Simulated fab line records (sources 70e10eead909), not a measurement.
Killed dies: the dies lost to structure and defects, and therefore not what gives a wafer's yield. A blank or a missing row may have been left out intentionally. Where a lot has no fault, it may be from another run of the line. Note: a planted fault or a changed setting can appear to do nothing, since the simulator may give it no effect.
A struck lot beside a sound one | flow nand-harc | 14 steps out of a route of 1159
Sound: the wafers L342.2, L342.3, L342.6. Struck: wafers L350.1, L350.4, L350.5. The cause is named last.
At each step with rows: each side's tool, then ch and its chambers, then its first start. Under that, the readings that differ: sound wafers | struck wafers | difference of the means | sigmas: that difference in standard deviations of wafers without a fault.
alike: readings whose means differ by less than 2 such deviations, and words and numbers that are the same on both sides. not compared: withheld readings, readings that some wafer has no value for, bounds like >300 that may hide the same value, and numbers for which the record gives no deviation and whose values overlap.
Wherever a step has rows on one side only, a row that says differs or no value, or a row with sigmas, the two part there. Non-overlapping numbers with no deviation appear without sigmas and do not part them. A reading missing from all wafers of one side parts the sides only when that side holds two or more wafers.

NHARC_A_WL_FILL_CVD_03: deposits W, target thk 40 nm, time 3302 s.
  sound on cvd-w-02 ch 0,1, day 17 18:20; struck on cvd-w-02 ch 0,1, day 19 23:47
  alike: heater-power-w, susceptor-temp-C, throttle-valve-pct
NHARC_A_WL_FILL_ETCHBACK_04: etches the open film in NF3, target depth 60 nm, time 120 s.
  sound on rie-metal-03 ch 0,1, day 17 21:14; struck on rie-metal-02 ch 0,1, day 20 03:07
  alike: chamber-pressure-mTorr, drypump-motor-current-A, he-backside-leak-sccm, oes-product-au
  not compared: rf-hours-counter-h
NHARC_A_WL_FILL_ETCHBACK_05: etches the open film in Cl2/BCl3, target depth 22 nm, time 60 s.
  sound on rie-metal-03 ch 0,1, day 17 21:26; struck on rie-metal-02 ch 0,1, day 20 03:22
  alike: chamber-pressure-mTorr, drypump-motor-current-A, he-backside-leak-sccm, oes-product-au
  not compared: rf-hours-counter-h
then, 6 steps without rows for these wafers: NHARC_A_WL_FILL_STRIP_27 (strips in N2/H2, time 20 s); NHARC_A_WL_FILL_STRIP_28 (strips in post etch residue remover, time 1200 s); NHARC_A_WL_FILL_PRECLEAN_06 (cleans in DIW, time 300 s); NHARC_A_WL_FILL_SRD_07; NHARC_A_WL_FILL_ANNEAL_08 (time 1800 s); NHARC_A_WL_FILL_ALD_10 (deposits SiO2, target thk 50 nm, pulse time 10 s, ald cycles 500).
NHARC_A_WL_FILL_ETCHBACK_16: etches the open film in C4F8/O2/Ar, target depth 88 nm, time 17.6 s.
  sound on rie-diel-06 ch 1,2,3; struck on rie-diel-07 ch 1,2,3
  reading               | sound          | struck         | difference | sigmas
  oes-product-au (a.u.) | 0.93 0.93 0.93 | 1.00 1.00 1.01 | +0.07      | +2
  alike: bias-w, chamber-pressure-mTorr, rf-vpp-V
  not compared: rf-hours-counter-h
NHARC_A_WL_FILL_STRIP_29: strips in O2, time 20 s.
  sound on rie-diel-06 ch 1,3, day 18 05:14; struck on rie-diel-07 ch 2,3, day 20 14:40
  alike: drypump-motor-current-A, oes-product-au, rf-vpp-V, showerhead-plenum-p-Torr, throttle-valve-pct
  not compared: rf-hours-counter-h
NHARC_A_WL_FILL_ETCHBACK_17: etches the open film in Cl2/BCl3, target depth 4 nm, time 26.7 s.
  sound on rie-metal-02 ch 0,1, day 18 05:19; struck on rie-metal-01 ch 0, day 20 14:46
  no value came back on the struck wafers for chamber-pressure-mTorr (mTorr), drypump-motor-current-A (A), he-backside-leak-sccm (sccm), oes-product-au (a.u.); on the sound wafers chamber-pressure-mTorr (mTorr) reads 9.999 10.007 10.010
  not compared: rf-hours-counter-h
then, 1 step without rows for these wafers: NHARC_A_WL_FILL_PRECLEAN_18 (cleans in dHF, time 30 s).
-- break in the record here, with 4 days between the starts of the struck wafers on either side (left off in module A_WL_FILL, picked up again in module END, where the first step shown is number 1159 on the route) --
NHARC_END_SORT_01:
  here the record holds rows for the struck wafers (prober-02 ch 0, day 24 13:14) but none for the sound ones

## WHERE THEY PART
First at NHARC_A_WL_FILL_ETCHBACK_16; last, within this record, at NHARC_END_SORT_01.

WHY: what had been put in by the simulator
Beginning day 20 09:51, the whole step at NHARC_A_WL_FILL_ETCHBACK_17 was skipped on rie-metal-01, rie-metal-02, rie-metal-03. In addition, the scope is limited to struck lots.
